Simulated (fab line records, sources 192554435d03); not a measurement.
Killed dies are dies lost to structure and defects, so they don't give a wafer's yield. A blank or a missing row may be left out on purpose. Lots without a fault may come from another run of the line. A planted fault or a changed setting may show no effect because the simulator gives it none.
fab line records | flow n5_finfet
record lots=5 wafers=15 last_day=19
route steps=1938 shown BEOL_M2@919 BEOL_M3@931 BEOL_M4@1111 PASSIVATION@1936
lots that met no fault: from a run of the same line without faults
start_h: hours from the record's first day to the start of the lot's first wafer shown | wait_h: hours since the lot's step before | " the same as in the row above | L1.1+2: a row that stands for several wafers | - no value, or no start given | * or withheld: withheld | < > ~ a bound
route shown NAME@n: a module of which the file shows steps, and the number in the route of the first | usual: mean/standard deviation of fault-free wafers | same: alike in all rows | chamber/n: place in a boat | sites: the reading at each site | _std_site: their standard deviation | _edge_site: outer sites' mean less inner sites' | radius_mm: how far each site lies from the wafer's centre | mask NAME#n: copy n | behind: the tool/chamber that last shaped the wafer | hold: why the lot was held/for how many hours/how that ended | device: the transistor (n, p or np) that didn't switch | end of line: the same wafers' tests at the end of the route | a step without rows: its recipe alone | killed: dies lost to structure and defects at the first sort, not the wafer's yield | map: a wafer's dies, x killed, . not, _ none there
set.NAME: the setting as run; set.NAME@STEP: as run at that earlier step | model.NAME: the simulator's own value behind a step, which no gauge read
lots at some steps of the route; a table a step, a row a wafer
services: from which hour (start_h, from the record's first day; less than 0 if before it) a tool's chamber was out of use, for how many hours, and why
## steps
# step N5_BEOL_M2_ANNEAL_95
# recipe temp_c=400 time_s=240 ambient=vacuum
# usual heater_power_w=839/81
# columns lot.wafer tool chamber start_h wait_h heater_power_w
L960.3 pvd_sputter-03 - 174.75 0.0 898
L960.4 " - " " 803
L960.5 " - " " 936
L967.1 pvd_sputter-03 - 222.19 0.0 806
L967.2 " - " " 939
L967.3 " - " " 723
L970.1 pvd_sputter-03 - 243.38 0.0 703
L970.5 " - " " 909
L970.6 " - " " 811
L972.1 pvd_sputter-02 - 251.08 0.0 871
L972.2 " - " " 999
L972.6 " - " " 889
L977.2 pvd_sputter-01 - 287.14 0.0 831
L977.3 " - " " 878
L977.6 " - " " 860
# step N5_BEOL_M2_SPUTTER_96
# recipe material=Cu target_thk_a=45 temp_c=-20 chamber_pressure_pa=0.07 power_w=withheld time_s=8.29
# step N5_BEOL_M2_ECD_50
# recipe material=Cu target_thk_a=3000
# step N5_BEOL_M2_ANNEAL_51
# recipe temp_c=225 time_s=90 ambient=N2
# step N5_BEOL_M2_CMP_52
# recipe stop_on=SiOC t_overpolish_s=6.8 down_force_psi=1 platen_rpm=50 clearing_platen_down_force_psi=1.5 clearing_platen_rpm=50 post_cmp_clean=cu_alkaline target_thk_nm=40 clearing_platen_pad_velocity_m_s=0.99484 pad_velocity_m_s=0.99484
# usual barrier_field_endpoint_s=24.9/0.58 edge_zone_pressure_frac=1.001/0.0045 motor_current_A=6.3/0.64 overpolish_run_s=6.800/0.0093 pad_life_wafers=890/700 retaining_ring_pressure_frac=1.000/0.0057 time_to_endpoint_s=61.0/2.8
# columns lot.wafer tool chamber start_h wait_h barrier_field_endpoint_s edge_zone_pressure_frac motor_current_A overpolish_run_s pad_life_wafers retaining_ring_pressure_frac time_to_endpoint_s
L960.3 cmp-03 0 175.81 0.6 24.6 0.999 7.1 6.811 942 0.991 63.1
L960.4 " 1 " " 24.4 0.999 5.5 6.801 943 0.998 61.1
L960.5 " 1 " " 24.8 0.998 5.6 6.804 - 0.998 57.8
L967.1 cmp-04 2 222.95 0.3 25.2 0.995 5.7 6.810 378 0.996 63.7
L967.3 " 0 " " 24.6 1.000 5.3 6.811 380 1.001 60.0
L967.2 " 1 " " 25.2 1.002 6.8 6.798 381 0.993 62.6
L970.1 cmp-02 3 244.02 0.3 24.5 0.997 7.5 6.805 390 0.999 58.1
L970.5 " 3 " " 24.0 0.998 7.0 6.814 - 0.995 55.7
L970.6 " 0 " " 25.9 1.001 6.8 6.805 - 1.005 62.2
L972.1 cmp-02 1 251.71 0.3 24.8 1.000 6.2 6.803 468 1.008 59.6
L972.2 " 2 " " 25.0 0.997 5.8 6.810 469 1.009 59.8
L972.6 " 2 " " 25.1 0.996 6.1 6.810 - 0.994 56.8
L977.2 cmp-03 2 287.96 0.3 24.7 0.997 6.5 6.809 1742 1.000 60.6
L977.3 " 3 " " 23.7 1.008 5.9 6.799 1743 1.009 60.3
L977.6 " 1 " " 24.2 1.012 5.6 6.793 - 1.000 62.5
# step N5_BEOL_M2_THK_MEAS_53
# recipe thk_meas_gauge=xrf reads=Cu_of_BEOL_M2_ECD_50
# usual M2_THK=38.7/1.7
# columns lot.wafer tool chamber start_h wait_h M2_THK[nm]
L960.3 film_metro-01 - 176.11 - 39.3
L960.4 " - " " 36.7
L960.5 " - " " 35.8
L967.1 film_metro-02 - 223.25 - 39.9
L967.2 " - " " 40.6
L967.3 " - " " 38.1
L970.1 film_metro-01 - 244.32 - 35.5
L970.5 " - " " 37.6
L970.6 " - " " 38.7
L972.1 film_metro-02 - 252.16 - 38.8
L972.2 " - " " 38.0
L972.6 " - " " 39.3
L977.2 film_metro-01 - 288.18 - 39.7
L977.3 " - " " 38.5
L977.6 " - " " 38.3
# step N5_BEOL_M2_PRE_CLEAN_60
# recipe gas=NH3/H2 time_s=15 temp_c=* rf_power_w=300
# usual heater_power_w=86/17
# columns lot.wafer tool chamber start_h wait_h heater_power_w
L960.3 cvd_co-02 1 176.15 0.0 64
L960.4 " 0 " " 84
L960.5 " 1 " " 65
L967.1 cvd_co-02 1 223.28 0.0 65
L967.2 " 2 " " 79
L967.3 " 0 " " 86
L970.1 cvd_co-01 0 244.36 0.0 84
L970.5 " 2 " " 110
L970.6 " 1 " " 118
L972.1 cvd_co-01 0 252.20 0.0 82
L972.2 " 1 " " 115
L972.6 " 0 " " 84
L977.2 cvd_co-02 0 288.22 0.0 86
L977.3 " 1 " " 67
L977.6 " 2 " " 80
# step N5_BEOL_M2_CO_CAP_55
# recipe material=Co target_thk_a=20 temp_c=200 precursor=CCTBA/H2 pressure_torr=30 time_s=102.1
# step N5_BEOL_M2_PRE_CLEAN_56
# recipe gas=NH3 time_s=15 temp_c=withheld rf_power_w=300
# step N5_BEOL_M2_DEP_57
# recipe material=SiCN target_thk_a=80 temp_c=withheld precursor=3MS/NH3 pressure_torr=3 rf_w=202 time_s=14
# step N5_BEOL_M2_RS_MEAS_58
# recipe thk_meas_gauge=four-point-probe reads=Co_of_BEOL_M2_CO_CAP_55+Cu_of_BEOL_M2_ECD_50+Co_of_BEOL_M2_CVD_47+TaN_of_BEOL_M2_ALD_84
# usual M2_RS=0.70/0.039
# columns lot.wafer tool chamber start_h wait_h M2_RS[ohm/sq]
L960.3 film_metro-01 - 176.37 0.1 0.68
L960.4 " - " " 0.75
L960.5 " - " " 0.77
L967.1 film_metro-01 - 223.51 0.0 0.67
L967.2 " - " " 0.66
L967.3 " - " " 0.71
L970.1 film_metro-01 - 244.58 0.0 0.78
L970.5 " - " " 0.72
L970.6 " - " " 0.70
L972.1 film_metro-02 - 252.42 0.0 0.70
L972.2 " - " " 0.72
L972.6 " - " " 0.69
L977.2 film_metro-02 - 288.44 0.1 0.68
L977.3 " - " " 0.71
L977.6 " - " " 0.71
# step N5_BEOL_M2_INSPECT_59
# recipe inspect_instrument=darkfield mode=post_dep
# usual raw_defect_count=80/29
# columns lot.wafer tool chamber start_h wait_h raw_defect_count
L960.3 defect_inspect-01 - 176.40 0.0 201
L960.4 " - " " 81
L960.5 " - " " 39
L967.1 defect_inspect-02 - 223.53 0.0 58
L967.2 " - " " 60
L967.3 " - " " 68
L970.1 defect_inspect-02 - 244.61 0.0 79
L970.5 " - " " 72
L970.6 " - " " 72
L972.1 defect_inspect-02 - 252.45 0.0 51
L972.2 " - " " 91
L972.6 " - " " 97
L977.2 defect_inspect-02 - 288.47 0.0 101
L977.3 " - " " 76
L977.6 " - " " 88
# step N5_BEOL_M3_ILD_DEP_00
# recipe material=SiOC target_thk_a=790 temp_c=350 precursor=DEMS/O2 pressure_torr=5 rf_w=500 time_s=15.3
# usual heater_power_w=462/59 showerhead_plenum_p_Torr=5.692/0.017 showerhead_vpp_V=1348/89 throttle_valve_pct=12.2/0.57
# columns lot.wafer tool chamber start_h wait_h heater_power_w showerhead_plenum_p_Torr showerhead_vpp_V throttle_valve_pct
L960.3 pecvd-02 1 176.43 0.0 473 5.696 1200 13.2
L960.4 " 0 " " 498 5.660 1359 12.7
L960.5 " 2 " " 474 5.679 1259 11.4
L967.1 pecvd-04 2 223.57 0.0 355 5.686 1397 11.5
L967.2 " 1 " " 395 5.731 1413 12.1
L967.3 " 0 " " 408 5.689 1442 12.2
L970.1 pecvd-02 1 244.64 0.0 486 5.690 1175 13.0
L970.5 " 1 " " 470 5.693 1194 13.0
L970.6 " 0 " " 470 5.664 1380 12.5
L972.1 pecvd-01 0 252.49 0.0 567 5.710 1335 12.6
L972.2 " 2 " " 480 5.715 1325 11.0
L972.6 " 1 " " 502 5.722 1470 12.4
L977.2 pecvd-04 0 288.51 0.0 415 5.681 1462 12.0
L977.3 " 1 " " 461 5.713 1408 12.1
L977.6 " 1 " " 458 5.716 1425 12.2
# step N5_BEOL_M3_THK_MEAS_01
# recipe reads=SiOC_of_BEOL_M3_ILD_DEP_00
# usual M3_ILD_THK=79.1/1
# columns lot.wafer tool chamber start_h wait_h M3_ILD_THK[nm]
L960.3 film_metro-02 - 176.50 0.1 79.0
L960.4 " - " " 79.4
L960.5 " - " " 79.2
L967.1 film_metro-01 - 223.64 0.0 76.7
L967.2 " - " " 80.4
L967.3 " - " " 77.9
L970.1 film_metro-01 - 244.71 0.0 78.8
L970.5 " - " " 80.9
L970.6 " - " " 79.6
L972.1 film_metro-02 - 252.55 0.0 77.2
L972.2 " - " " 78.2
L972.6 " - " " 80.3
L977.2 film_metro-01 - 288.57 0.1 79.3
L977.3 " - " " 80.2
L977.6 " - " " 81.7
# step N5_BEOL_M3_PECVD_72
# recipe material=SiO2 target_thk_a=160 temp_c=400 precursor=TEOS/O2 pressure_torr=5.5 rf_w=450 teos_flow_sccm=53.8 gas=O2 flow_sccm=3000 time_s=18
# usual heater_power_w=689/96 showerhead_plenum_p_Torr=8.80/0.065 showerhead_vpp_V=1304/76 throttle_valve_pct=22.5/1.1
# columns lot.wafer tool chamber start_h wait_h heater_power_w showerhead_plenum_p_Torr showerhead_vpp_V throttle_valve_pct
L960.3 pecvd-01 0 176.54 0.0 801 8.85 1251 23.0
L960.4 " 2 " " 709 8.87 1292 20.2
L960.5 " 0 " " 810 8.84 1276 23.3
L967.1 pecvd-01 2 223.67 0.0 770 8.87 1272 20.5
L967.2 " 1 " " 612 8.81 1394 22.6
L967.3 " 0 " " 936 8.85 1256 23.4
L970.1 pecvd-01 2 244.75 0.0 763 8.87 1277 20.5
L970.5 " 0 " " 931 8.85 1285 23.6
L970.6 " 2 " " 763 8.87 1296 20.6
L972.1 pecvd-04 0 252.59 0.0 553 8.75 1382 22.4
L972.2 " 2 " " 577 8.77 1330 21.5
L972.6 " 1 " " 674 8.88 1363 22.9
L977.2 pecvd-01 2 288.61 0.0 730 8.89 1277 20.7
L977.3 " 0 " " 947 8.84 1243 23.6
L977.6 " 2 " " 753 8.86 1273 20.7
# step N5_BEOL_M3_HM_DEP_02
# recipe material=TiN target_thk_a=200 temp_c=25 chamber_pressure_pa=0.49996
# step N5_BEOL_M3_COAT_61
# recipe resist=SOC temp_c=250 time_s=60 spin_rpm=1500 resist_thk_nm=60
# step N5_BEOL_M3_COAT_62
# recipe resist=SiARC temp_c=220 time_s=60 spin_rpm=1500 resist_thk_nm=12
# step N5_BEOL_M3_COAT_73
# recipe resist=underlayer temp_c=205 time_s=60 spin_rpm=1500 resist_thk_nm=5
# step N5_BEOL_M3_COAT_05
# recipe resist=CAR-EUV spin_rpm=1500 resist_thk_nm=30
# step N5_BEOL_M3_EBR_07
# recipe solvent=PGMEA ebr_width_mm=1.5
# step N5_BEOL_M3_SOFTBAKE_06
# recipe temp_c=110 time_s=60 resist=CAR-EUV
# step N5_BEOL_M3_EXPOSE_08
# recipe mask_id=M3 na=0.33 source_shape=dipole sigma_inner=0.369 sigma_outer=0.767 polarization=unpolarized dose_mj=33
# step N5_BEOL_M3_PEB_09
# recipe peb_temp_c=100 peb_time_s=60 resist=CAR-EUV
# step N5_BEOL_M3_DEVELOP_10
# recipe develop_time_s=30 developer=TMAH resist=CAR-EUV rinse_liquid=surfactant_rinse dry=air_spin dev_temp_c=23
# step N5_BEOL_M3_CD_MEAS_11
# recipe target_cd_nm=17.05 landing_energy_ev=500 detector=se_inlens polarity=opening
# usual cd_nm=17.06/0.23
# columns lot.wafer tool chamber start_h wait_h cd_nm
L960.3 cd_sem-01 0 177.10 - 17.03
L960.4 " 0 " " 16.86
L960.5 " 0 " " 17.30
L967.1 cd_sem-01 0 226.70 - 16.89
L967.2 " 0 " " 17.06
L967.3 " 0 " " 16.59
L970.1 cd_sem-02 0 247.35 - 17.25
L970.5 " 0 " " 17.08
L970.6 " 0 " " 16.83
L972.1 cd_sem-01 0 254.04 - 16.92
L972.2 " 0 " " 17.11
L972.6 " 0 " " 17.35
L977.2 cd_sem-03 0 292.74 - 17.26
L977.3 " 0 " " 17.32
L977.6 " 0 " " 17.24
# step N5_BEOL_M3_OVL_MEAS_12
# recipe points_per_wafer=522
# usual M3_OVL=-0.2/0.67
# same points_per_wafer=522
# columns lot.wafer tool chamber start_h wait_h M3_OVL[nm]
L960.3 overlay-02 0 177.14 0.0 -0.4
L960.4 " 0 " " 0.3
L960.5 " 0 " " 0.0
L967.1 overlay-01 0 226.73 0.0 1.2
L967.2 " 0 " " -0.1
L967.3 " 0 " " 0.6
L970.1 overlay-01 0 247.38 0.0 0.3
L970.5 " 0 " " 0.1
L970.6 " 0 " " 0.2
L972.1 overlay-02 0 254.07 0.0 0.8
L972.2 " 0 " " 0.0
L972.6 " 0 " " -0.4
L977.2 overlay-02 0 292.78 0.0 -1.1
L977.3 " 0 " " -1.0
L977.6 " 0 " " -1.7
# step N5_BEOL_M3_INSPECT_13
# recipe mode=adi inspect_instrument=brightfield
# usual raw_defect_count=441/110
# columns lot.wafer tool chamber start_h wait_h raw_defect_count
L960.3 defect_inspect-01 - 177.19 0.0 636
L960.4 " - " " 409
L960.5 " - " " 437
L967.1 defect_inspect-02 - 226.79 0.1 324
L967.2 " - " " 227
L967.3 " - " " 393
L970.1 defect_inspect-02 - 247.44 0.1 802
L970.5 " - " " 1009
L970.6 " - " " 876
L972.1 defect_inspect-02 - 254.13 0.1 628
L972.2 " - " " 552
L972.6 " - " " 564
L977.2 defect_inspect-02 - 292.84 0.1 381
L977.3 " - " " 423
L977.6 " - " " 423
# step N5_BEOL_M3_DESCUM_16
# recipe chemistry=O2 time_s=7 source_power_w=50 bias_power_w=20 pressure_mtorr=20 rf_frequency_hz=2.712e+07 temp_c=40 resist=CAR-EUV o2_flow_sccm=225
# usual bias_power_w=20.00/0.065 drypump_motor_current_A=5.6/0.57 oes_product_au=0.80/0.071 rf_vpp_V=243.2/1.3 showerhead_plenum_p_Torr=2.10/0.06 throttle_valve_pct=20.43/0.26
# columns lot.wafer tool chamber start_h wait_h bias_power_w drypump_motor_current_A oes_product_au rf_hours_counter_h rf_vpp_V showerhead_plenum_p_Torr throttle_valve_pct
L960.3 rie_diel-03 0 177.22 0.0 20.03 5.5 0.93 14 245.3 2.14 20.27
L960.4 " 2 " " 20.06 5.1 0.79 - 244.4 2.13 20.51
L960.5 " 3 " " 20.03 4.7 0.78 - 241.8 2.02 20.52
L967.1 rie_diel-03 0 226.82 0.0 20.00 5.5 0.90 28 244.1 2.13 20.30
L967.2 " 3 " " 20.00 4.7 0.75 145 240.5 2.02 20.54
L967.3 " 2 " " 20.11 5.1 0.78 103 243.7 2.13 20.52
L970.1 rie_diel-01 1 247.86 0.4 20.08 5.8 0.70 211 240.8 2.00 20.66
L970.5 " 1 " " 20.08 5.8 0.70 - 242.0 2.00 20.65
L970.6 " 0 " " 20.08 6.0 0.70 - 241.1 2.10 20.80
L972.1 rie_diel-06 3 254.16 0.0 20.03 6.0 0.74 169 241.7 2.10 20.49
L972.2 " 2 " " 19.99 6.0 0.74 178 244.4 2.15 20.27
L972.6 " 1 " " 20.09 5.2 0.88 - 243.0 2.14 20.51
L977.2 rie_diel-01 0 292.95 0.1 19.98 6.0 0.69 208 245.4 2.10 20.82
L977.3 " 3 " " 20.05 6.3 0.83 75 242.5 2.04 20.17
L977.6 " 0 " " 19.92 6.0 0.69 - 242.5 2.10 20.84
# step N5_BEOL_M4_RC_MEAS_101
# usual DIBL_N=36.6/1.9 DIBL_P=36.7/2.2 IOFF_N=0.16/0.035 IOFF_P=0.22/0.038 ION_N=672/14 ION_P=462/8.3 SS_N=71.6/0.65 SS_P=73.5/0.72 VT_N=250/3.5 VT_P=-250/3.1
# columns lot.wafer tool chamber start_h wait_h DIBL_N[mV/V] DIBL_P[mV/V] IOFF_N[nA/um] IOFF_P[nA/um] ION_N[uA/um] ION_P[uA/um] SS_N[mV/dec] SS_P[mV/dec] VT_N[mV] VT_P[mV]
L960.3 prober-02 0 208.00 0.3 33.2 32.8 0.11 0.14 642 438 70.5 72.1 260 -257
L960.4 " 0 " " 37.0 37.2 0.17 0.20 656 449 71.0 73.1 250 -254
L960.5 " 0 " " 34.8 35.1 0.12 0.17 637 447 70.9 73.4 259 -257
L967.1 prober-01 0 254.48 0.0 36.8 38.6 0.19 0.23 663 457 72.4 73.6 249 -250
L967.2 " 0 " " 35.0 37.0 0.15 0.21 673 464 71.7 73.5 252 -251
L967.3 " 0 " " 35.1 37.3 0.15 0.22 659 455 71.3 73.4 253 -251
L970.1 prober-02 0 279.58 0.0 35.7 36.3 0.14 0.20 675 469 72.0 73.0 254 -251
L970.5 " 0 " " 35.3 36.2 0.14 0.20 676 470 70.9 72.9 252 -250
L970.6 " 0 " " 37.5 39.4 0.17 0.24 663 452 71.9 74.2 250 -249
L972.1 prober-01 0 291.00 0.0 35.8 37.3 0.15 0.24 676 466 71.3 74.4 251 -247
L972.2 " 0 " " 40.0 41.2 0.24 0.32 666 461 72.7 75.3 249 -245
L972.6 " 0 " " 35.4 37.4 0.15 0.23 662 467 71.4 74.0 252 -247
L977.2 prober-02 0 326.46 0.2 37.6 36.4 0.17 0.23 691 474 71.6 72.2 250 -249
L977.3 " 0 " " 36.2 34.1 0.14 0.19 658 453 71.8 72.1 253 -253
L977.6 " 0 " " 39.4 38.0 0.21 0.27 677 462 72.8 73.4 247 -249
# step N5_PASSIVATION_PROBE_49
# usual defect_limited_yield=91.6/1.4 killed_at_M0_to_M3=35/10 killed_at_M4_up=13/4.8 killed_at_contacts=12/7.2 killed_at_front_end=36/12 killed_at_other=4/3.1 killed_dies=100/17 killed_open=66/13 killed_short=32/7.3 sort_bin_4_leakage=0.00/0.0099 sort_bin_5_function=5.0/0.94 sort_bin_6_memory=3.1/0.67 sort_bin_8_speed=0.01/0.047 sort_n_pass=1080/17 sort_yield_pct=91.6/1.4
# same gross_dies=1180 killed_at_back_side=0
# columns lot.wafer tool chamber start_h wait_h defect_limited_yield[%] killed_at_M0_to_M3 killed_at_M4_up killed_at_contacts killed_at_front_end killed_at_other killed_dies killed_open killed_short sort_bin_4_leakage[%] sort_bin_5_function[%] sort_bin_6_memory[%] sort_bin_8_speed[%] sort_n_pass sort_yield_pct[%]
L960.3 prober-02 - 322.94 0.1 89.9 34 8 36 37 4 119 92 27 0 5.5 4.4 0.42 1056 89.5
L960.4 prober-02 - 322.99 0.2 89.4 30 4 29 59 3 125 81 43 0 5.8 4.2 0 1055 89.4
L960.5 prober-02 - 323.04 0.2 86.9 42 6 38 59 9 154 107 45 0 8.2 4.6 0.08 1026 86.9
L967.1 prober-02 - 376.75 0.0 91.9 40 9 12 29 5 95 62 33 0 4.8 3.1 0 1085 91.9
L967.2 prober-02 - 376.80 0.1 90.8 29 9 15 43 13 109 79 30 0 5.3 3.7 0 1071 90.8
L967.3 prober-02 - 376.85 0.1 91.4 26 17 5 44 10 102 54 47 0 5.0 3.1 0 1078 91.4
L970.1 prober-02 - 407.17 0.0 83.9 138 18 5 27 2 190 66 19 0 10.3 4.1 0 990 83.9
L970.5 prober-02 - 407.37 0.2 81.9 152 14 10 36 2 214 73 36 0 11.6 4.7 0 966 81.9
L970.6 prober-02 - 407.42 0.3 85.6 131 19 5 15 0 170 50 19 0 10.0 2.8 0 1010 85.6
L972.1 prober-01 - 412.09 0.0 92.6 27 9 13 32 6 87 52 35 0 4.2 2.8 0 1093 92.6
L972.2 prober-01 - 412.14 0.1 91.9 33 15 19 25 3 95 68 27 0.08 5.5 2.5 0 1084 91.9
L972.6 prober-01 - 412.34 0.3 91.1 20 10 19 48 8 105 64 41 0 4.6 3.8 0 1075 91.1
L977.2 prober-02 - 443.75 0.1 92.0 33 7 8 45 1 94 57 36 0 4.4 3.3 0 1086 92.0
L977.3 prober-02 - 443.80 0.1 92.7 16 14 14 42 0 86 43 41 0 4.1 3.0 0 1094 92.7
L977.6 prober-02 - 443.95 0.3 89.7 28 14 12 66 1 121 84 35 0 6.4 3.6 0 1059 89.7
# killed by level:class
L960.3 MOL_CONTACT_COAG:geometric_particle:open=30 STI_FIN_REVEAL:geometric_particle:open=10 BEOL_M0_SAQP:geometric_particle:open=9 FIN_SAQP:geometric_particle:open=8 BEOL_M0_SAQP:geometric_particle:short=7 MOL_CONTACT_COAG:geometric_particle:short=6 BEOL_M0:geometric_particle:open=6 BEOL_M2:geometric_particle:open=6
L960.4 MOL_CONTACT_COAG:geometric_particle:open=25 FIN_SAQP:geometric_particle:open=12 GATE_CUT:geometric_particle:short=10 BEOL_M0_SAQP:geometric_particle:open=8 FIN_SAQP:geometric_particle:short=7 STI_FIN_REVEAL:geometric_particle:open=7 BEOL_M0_SAQP:geometric_particle:short=7 ILD0:geometric_particle:open=5
L960.5 MOL_CONTACT_COAG:geometric_particle:open=29 BEOL_M0_SAQP:geometric_particle:open=16 STI_FIN_REVEAL:geometric_particle:open=15 FIN_SAQP:geometric_particle:short=14 FIN_SAQP:geometric_particle:open=12 MOL_CONTACT_COAG:geometric_particle:short=9 BEOL_M3:geometric_particle:open=7 BEOL_M2:geometric_particle:open=7
L967.1 MOL_CONTACT_COAG:geometric_particle:open=9 BEOL_M0_SAQP:geometric_particle:open=8 BEOL_M3:geometric_particle:open=8 BEOL_M0_SAQP:geometric_particle:short=8 BEOL_M0:geometric_particle:open=7 FIN_SAQP:geometric_particle:open=5 STARTING-WAFER:geometric_particle:short=5 FIN_SAQP:geometric_particle:short=4
L967.2 FIN_SAQP:geometric_particle:open=18 MOL_CONTACT_COAG:geometric_particle:open=14 STI_FIN_REVEAL:geometric_particle:open=6 BEOL_M0_SAQP:geometric_particle:open=6 MIM_TOP_ETCH:geometric_particle:open=6 BEOL_M1:geometric_particle:open=5 MIM_TOP_ETCH:geometric_particle:short=5 FIN_SAQP:geometric_particle:short=4
L967.3 BEOL_M0_SAQP:geometric_particle:short=13 STI_FIN_REVEAL:geometric_particle:open=10 BEOL_M0_SAQP:geometric_particle:open=6 BEOL_M4:geometric_particle:open=6 GATE_CUT:geometric_particle:short=5 ILD0:geometric_particle:short=4 BEOL_M4:geometric_particle:short=4 FIN_SAQP:geometric_particle:short=3
L970.1 BEOL_M3:unspecified=103 BEOL_M4:geometric_particle:open=12 BEOL_M0_SAQP:geometric_particle:open=8 BEOL_M1:geometric_particle:open=7 BEOL_M0_SAQP:geometric_particle:short=6 BEOL_M2:geometric_particle:open=6 BEOL_M3:geometric_particle:open=6 STI_FIN_REVEAL:geometric_particle:open=5
L970.5 BEOL_M3:unspecified=104 BEOL_M0_SAQP:geometric_particle:short=14 BEOL_M0_SAQP:geometric_particle:open=12 BEOL_M2:geometric_particle:open=11 FIN_SAQP:geometric_particle:open=9 STI_FIN_REVEAL:geometric_particle:open=7 MOL_CONTACT_COAG:geometric_particle:open=6 BEOL_M4:geometric_particle:open=6
L970.6 BEOL_M3:unspecified=101 BEOL_M0_SAQP:geometric_particle:short=9 BEOL_M0_SAQP:geometric_particle:open=9 BEOL_M4:geometric_particle:open=9 BEOL_M2:geometric_particle:open=6 MOL_CONTACT_COAG:geometric_particle:open=5 GATE_CUT:geometric_particle:open=3 BEOL_M6:geometric_particle:open=3
L972.1 MOL_CONTACT_COAG:geometric_particle:open=11 STI_FIN_REVEAL:geometric_particle:open=9 BEOL_M0_SAQP:geometric_particle:short=7 BEOL_M3:geometric_particle:open=5 FIN_SAQP:geometric_particle:short=4 GATE_CUT:geometric_particle:short=4 BEOL_M0_SAQP:geometric_particle:open=4 STARTING-WAFER:geometric_particle:open=3
L972.2 MOL_CONTACT_COAG:geometric_particle:open=16 BEOL_M0_SAQP:geometric_particle:open=9 BEOL_M3:geometric_particle:open=9 BEOL_M4:geometric_particle:open=9 BEOL_M0_SAQP:geometric_particle:short=6 FIN_SAQP:geometric_particle:open=4 STI_FIN_REVEAL:geometric_particle:open=4 FIN_SAQP:geometric_particle:short=3
L972.6 MOL_CONTACT_COAG:geometric_particle:open=14 FIN_SAQP:geometric_particle:short=11 DUMMY_GATE:geometric_particle:open=8 BEOL_M0_SAQP:geometric_particle:open=7 FIN_SAQP:geometric_particle:open=6 GATE_CUT:geometric_particle:short=5 MOL_CONTACT_COAG:geometric_particle:short=5 DUMMY_GATE:geometric_particle:short=4
L977.2 FIN_SAQP:geometric_particle:short=10 BEOL_M1:geometric_particle:open=10 FIN_SAQP:geometric_particle:open=9 BEOL_M0_SAQP:geometric_particle:short=9 STI_FIN_REVEAL:geometric_particle:open=8 MOL_CONTACT_COAG:geometric_particle:open=8 BEOL_M0_SAQP:geometric_particle:open=5 STI_FIN_REVEAL:geometric_particle:short=4
L977.3 FIN_SAQP:geometric_particle:short=12 MOL_CONTACT_COAG:geometric_particle:open=11 GATE_CUT:geometric_particle:short=7 BEOL_M1:geometric_particle:open=6 BEOL_M4:geometric_particle:open=5 BEOL_M4:geometric_particle:short=4 FIN_SAQP:geometric_particle:open=3 MOL_CONTACT_COAG:geometric_particle:short=3
L977.6 FIN_SAQP:geometric_particle:open=20 FIN_SAQP:geometric_particle:short=16 STI_FIN_REVEAL:geometric_particle:open=12 MOL_CONTACT_COAG:geometric_particle:open=9 BEOL_M4:geometric_particle:open=9 BEOL_M1:geometric_particle:open=8 BEOL_M0_SAQP:geometric_particle:open=7 BEOL_M2:geometric_particle:open=6
# map L970.5 (x killed, . not)
_________________.x..........________________
______________....x.x..........x_____________
___________....xx.xxx....xx.x......__________
__________......x..xx.xx..x........._________
________......x.xxxxxxxxxxx........x.x_______
_______..xx.x.xxxxxxxxxxx..............______
______...x...xxxxxxxxxxxx.x........x...._____
_____.x....x.xxxxxxxxxxxxxx.........x....____
____..........xxxxxxxxxxxx................___
___..........xxxxxxxxxxx.xxx.x......xxx...x__
___.....x.x..x.xxxxxxxx.x....x..........x..__
__.......x..x......x.xxx.x......x..........x_
__.....xx......x....xxx....................._
_.x.....x..........x.........................
_......x.....x......x...x...x..xx.......x.x.x
_....................x.................x.....
_...........................x...x.x.......x..
_............xx.....x.x..............x...x.x.
_.....xx....x.........x........x........x....
_.x...x...x.........x...x......xx....x.....x.
_...................x..........x..........xx.
__.......x....................x.x..........._
__.......x.x......x...x.........x..........._
___..............x.....x...............x...__
___.................x.........x.x......x...__
____.......x...........x...x..............___
_____.x......x..................x........____
______...............x.................._____
_______................................______
________..............x..............._______
__________...x......................_________
___________x..x..........x........x__________
______________x........x....x..._____________
_________________............________________
# map L960.5 (x killed, . not)
_________________...x.xx.....________________
______________.x...x..x........._____________
___________.x..x...x.......x.x..x..__________
__________x........x.........x.x...._________
________.......x...x.................._______
_______................x.x..xxx........______
______..xxx...xx....x......x...x......x._____
_____...................x..x...x.........____
____...x..............x.x......xx...x.....___
___..x.....x...............xxx.......x.x...__
___..x.x.x.....x...........x......x.x....x.__
__.......x......xx...................x..x.x._
__.................x...x...................._
_......x........x......................x.....
_.x....x..x......x...x......................x
_....x..................x..........x.........
_.....................x....................x.
_....x.x...............x......x..........x...
_................x..x..............x......x..
_.....x..x..........x...x.x...............xx.
_x....................................x......
__.....x...xxx........x.x..................._
__.x....x....x.................x..x.x......._
___.x.x.................................x.x__
___....x.x.....................x....xx.....__
____....xx......x..................x....x.___
_____x....x.......x.......x.....x........____
______.............x.x..........x......._____
_______.....x..x.x......x...x.x........______
________..xx...........x............x._______
__________......x......x.......x...x_________
___________...x.....x....xxx.x....x__________
______________.x..x........x...._____________
_________________............________________
## services
# columns tool chamber start_h hours kind
rie_diel-06 1 151.90 8.1 repair
rie_diel-01 - 164.46 0.3 repair
pvd_sputter-02 - 168.67 3.0 repair
rie_diel-06 3 170.12 4.2 repair
cvd_co-01 - 172.67 4.3 pm
cmp-04 - 172.74 4.0 pm
pecvd-02 - 173.23 2.2 repair
cmp-02 - 194.05 4.0 pm
pecvd-01 - 200.24 6.0 pm
cmp-03 - 200.62 13.4 pm
pecvd-02 1 202.50 1.8 repair
pecvd-04 0 207.47 14.5 repair
cvd_co-02 - 214.02 0.4 repair
cmp-03 - 237.49 1.0 repair
pecvd-02 - 240.29 0.7 repair
cmp-03 - 240.40 3.9 pm
pecvd-02 2 245.18 15.3 repair
cmp-03 - 250.66 1.3 repair
cvd_co-01 2 254.90 3.5 repair
cvd_co-02 - 255.23 0.4 repair
rie_diel-03 2 257.70 2.6 repair
cmp-03 - 275.55 2.8 repair
rie_diel-03 - 281.46 14.6 pm
pecvd-02 1 291.84 19.8 repair
## key
first_sign step=N5_BEOL_M3_INSPECT_13 reading=raw_defect_count direction=up sigmas=4.2 usual=441 struck=896
effect step=N5_PASSIVATION_PROBE_49 reading=killed_at_M0_to_M3 direction=up sigmas=10 usual=35 struck=140
more_kills_born_at N5_BEOL_M3_ILD_DEP_00@pecvd-02=308
met_at N5_BEOL_M3_ILD_DEP_00
struck_wafers L970.1,L970.5,L970.6
onset_between 176.43 244.64
also_fits N5_BEOL_M2_ANNEAL_95:pvd_sputter-03
fault kind=chamber_particle_source tool=pecvd-02 chamber=- onset_h=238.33 steps=N5_BEOL_M3_ILD_DEP_00 rate_per_visit_cm2=0.53414 end_h=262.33
